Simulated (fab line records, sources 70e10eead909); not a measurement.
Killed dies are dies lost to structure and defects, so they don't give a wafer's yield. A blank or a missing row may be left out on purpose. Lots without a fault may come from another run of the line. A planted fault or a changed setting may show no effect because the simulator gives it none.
Which tool did it? | flow nand_harc | 13 lots, 39 wafers sampled, at 5 steps of a route of 1159

WHAT THE GAUGES READ, wafer by wafer
NHARC_THIN_TSV_CD_MEAS_12: target cd 1000 nm. Usual: cd_nm 1001.3 nm, standard deviation 2.5.
lot  | measured     | on        | cd_nm (nm)           | flag
L928 | day 18 13:37 | cd_sem-01 | 1003.9 1003.6 1002.7 |
L927 | day 18 21:07 | cd_sem-03 | 1004.5 999.8 1001.0  |
L929 | day 18 23:35 | cd_sem-02 | 1000.5 999.2 995.1   |
L932 | day 19 00:44 | cd_sem-02 | 1001.2 999.7 1003.6  |
L931 | day 19 23:55 | cd_sem-01 | 1003.6 1003.3 1004.6 |
L934 | day 20 09:12 | cd_sem-02 | 1006.2 1000.1 1001.5 |
L936 | day 21 01:25 | cd_sem-03 | 999.7 1001.3 999.2   |
L933 | day 21 02:56 | cd_sem-01 | 1005.3 1002.3 1005.0 |
L937 | day 21 09:16 | cd_sem-02 | 1003.1 997.5 997.3   |
L935 | day 21 10:27 | cd_sem-02 | 1001.1 999.3 1003.6  |
L939 | day 22 22:50 | cd_sem-03 | 998.7 1000.9 1003.6  |
L946 | day 24 02:10 | cd_sem-02 | 1002.5 1003.2 999.7  |
L950 | day 25 00:44 | cd_sem-01 | 1002.5 1002.0 1000.2 |

NHARC_END_SORT_01. Usual: defect_limited_yield 95.1 %, standard deviation 1.6; killed_at_array 29, standard deviation 10; killed_at_other 0.7, standard deviation 1.1; killed_at_periphery 3.3, standard deviation 2.4; killed_dies 33, standard deviation 11; killed_open 3.3, standard deviation 2; killed_short 1.9, standard deviation 1.3; sort_bin_2_pct 1.5 %, standard deviation 0.67; sort_bin_3_pct 0.27 %, standard deviation 0.24; sort_bin_4_pct 3.1 %, standard deviation 1.1; sort_n_pass 644, standard deviation 11; sort_rim_yield_pct 97.1 %, standard deviation 2.1; sort_yield_pct 95.1 %, standard deviation 1.6.
lot  | measured     | on        | defect_limited_yield (%) | killed_at_array | killed_at_other | killed_at_periphery | killed_dies | killed_open | killed_short | sort_bin_2_pct (%) | sort_bin_3_pct (%) | sort_bin_4_pct (%) | sort_n_pass | sort_rim_yield_pct (%) | sort_yield_pct (%) | flag
L932 | day 19 22:07 | prober-01 | 95.3 96.3 95.0           | 29 22 31        | 0 0 0           | 3 3 3               | 32 25 34    | 6 3 3       | 3 3 3        | 1.2 1.6 1.3        | 0.30 0 0.15        | 3.2 2.1 3.5        | 645 652 643 | 99.1 99.1 99.1         | 95.3 96.3 95.0     |
L936 | day 21 18:05 | prober-02 | 96.2 96.6 96.9           | 26 17 19        | 0 1 0           | 0 5 2               | 26 23 21    | 8 7 7       | 3 2 2        | 1.3 1.2 0.7        | 0.15 0.15 0        | 2.4 2.1 2.4        | 651 654 656 | 97.2 100.0 97.2        | 96.2 96.6 96.9     |
L937 | day 22 01:53 | prober-01 | 95.4 95.3 96.0           | 30 30 27        | 0 0 0           | 1 2 0               | 31 32 27    | 2 4 1       | 3 2 1        | 1.5 1.3 2.1        | 0 0.30 0.30        | 3.1 3.1 1.6        | 646 645 650 | 98.1 99.1 97.2         | 95.4 95.3 96.0     |
L939 | day 23 12:43 | prober-01 | 93.6 93.2 94.8           | 32 35 29        | 3 5 1           | 8 6 5               | 43 46 35    | 4 3 3       | 2 2 2        | 1.9 1.6 0.9        | 1.18 0.44 0.15     | 3.2 4.7 4.1        | 634 631 642 | 96.2 96.2 98.1         | 93.6 93.2 94.8     |

WHICH TOOL RAN EACH LOT (tool, then ch and the chambers of the sampled wafers, then the start)
lot  | NHARC_THIN_TSV_ECD_20          | NHARC_THIN_TSV_CMP_21         | NHARC_THIN_TSV_PRE_CLEAN_54
L928 | ecd_cu-02 ch 0,1, day 18 16:50 | cmp-03 ch 0,2,3, day 18 18:01 | pvd_sputter-03, day 18 18:37
L927 | ecd_cu-02 ch 0,1, day 19 00:36 | cmp-02 ch 1,2, day 19 01:41   | pvd_sputter-03, day 19 02:14
L929 | ecd_cu-02 ch 1, day 19 02:49   | cmp-03 ch 2,3, day 19 03:53   | pvd_sputter-02, day 19 04:31
L932 | ecd_cu-02 ch 0,1, day 19 03:59 | cmp-03 ch 1,3, day 19 05:08   | pvd_sputter-03, day 19 05:38
L931 | ecd_cu-01 ch 0,1, day 20 03:38 | cmp-03 ch 0,3, day 20 04:49   | pvd_sputter-01, day 20 05:22
L934 | ecd_cu-01 ch 0,1, day 20 12:39 | cmp-04 ch 0,2,3, day 20 13:51 | pvd_sputter-02, day 20 14:20
L936 | ecd_cu-02 ch 0,1, day 21 04:53 | cmp-04 ch 0,2, day 21 05:59   | pvd_sputter-01, day 21 06:29
L933 | ecd_cu-02 ch 0,1, day 21 06:22 | cmp-03 ch 1,2,3, day 21 07:26 | pvd_sputter-01, day 21 07:58
L937 | ecd_cu-02 ch 0,1, day 21 12:50 | cmp-04 ch 1,2,3, day 21 15:32 | pvd_sputter-02, day 21 16:00
L935 | ecd_cu-02 ch 0,1, day 21 13:40 | cmp-02 ch 1,2,3, day 21 14:48 | pvd_sputter-03, day 21 15:16
L939 | ecd_cu-01 ch 1, day 23 02:27   | cmp-03 ch 2,3, day 23 04:27   | pvd_sputter-01, day 23 05:00
L946 | ecd_cu-02 ch 0,1, day 24 05:38 | cmp-04 ch 0,1,3, day 24 08:15 | pvd_sputter-02, day 24 08:45
L950 | ecd_cu-01 ch 0,1, day 25 04:34 | cmp-02 ch 0,2,3, day 25 05:32 | pvd_sputter-02, day 25 06:04
- NHARC_THIN_TSV_ECD_20: material Cu, target thk 2000 nm.
- NHARC_THIN_TSV_CMP_21: polishes, t overpolish 30 s, target thk 2000 nm.
- NHARC_THIN_TSV_PRE_CLEAN_54: time 30 s.

WHAT THE TOOLS THEMSELVES READ (means of the sampled wafers that have a number; where no wafer has one, the mark that the record gives instead)
NHARC_THIN_TSV_CMP_21. Usual: motor_current_A 12.3 A, standard deviation 1.7; overpolish_run_s 30.000 s, standard deviation 0.0089.
lot  | tool   | motor_current_A (A) | overpolish_run_s (s) | flag
L928 | cmp-03 | 13.5                | 29.997               |
L927 | cmp-02 | 10.6                | 30.003               |
L929 | cmp-03 | 12.1                | 29.998               |
L932 | cmp-03 | 13.3                | 30.004               |
L931 | cmp-03 | 14.4                | 29.998               |
L934 | cmp-04 | 11.0                | 30.004               |
L936 | cmp-04 | 11.9                | 30.004               |
L933 | cmp-03 | 12.7                | 30.006               |
L937 | cmp-04 | 11.5                | 30.006               |
L935 | cmp-02 | 10.1                | 29.988               |
L939 | cmp-03 | 12.2                | 29.985               |
L946 | cmp-04 | 10.9                | 30.008               |
L950 | cmp-02 | 11.4                | 29.998               |

NHARC_THIN_TSV_PRE_CLEAN_54. Usual: heater_power_w 418 W, standard deviation 53.
lot  | tool           | heater_power_w (W) | flag
L928 | pvd_sputter-03 | 382                |
L927 | pvd_sputter-03 | 367                |
L929 | pvd_sputter-02 | 442                |
L932 | pvd_sputter-03 | 407                |
L931 | pvd_sputter-01 | 410                |
L934 | pvd_sputter-02 | 436                |
L936 | pvd_sputter-01 | 450                |
L933 | pvd_sputter-01 | 414                |
L937 | pvd_sputter-02 | 450                |
L935 | pvd_sputter-03 | 367                |
L939 | pvd_sputter-01 | 449                |
L946 | pvd_sputter-02 | 453                |
L950 | pvd_sputter-02 | 429                |

THE ANSWER, worked out from the rows above alone
Rule: a lot is off if the mean of its wafers that have a number lies more than 3 standard deviations from the usual mean. A lot without any number at a reading at which 4 lots or more have one is off too. The other lots that the step has rows for count as sound. The gauges are gone through in route order, then the tools' own readings, and for those a lot's mean is taken as printed above. The first step at which some lot is off is used, and at that step the reading that is off furthest; a lot without a number counts as furthest.
No lot is off at any reading shown: from this, nothing can be told.

WHAT THE SIMULATOR HAD PUT IN
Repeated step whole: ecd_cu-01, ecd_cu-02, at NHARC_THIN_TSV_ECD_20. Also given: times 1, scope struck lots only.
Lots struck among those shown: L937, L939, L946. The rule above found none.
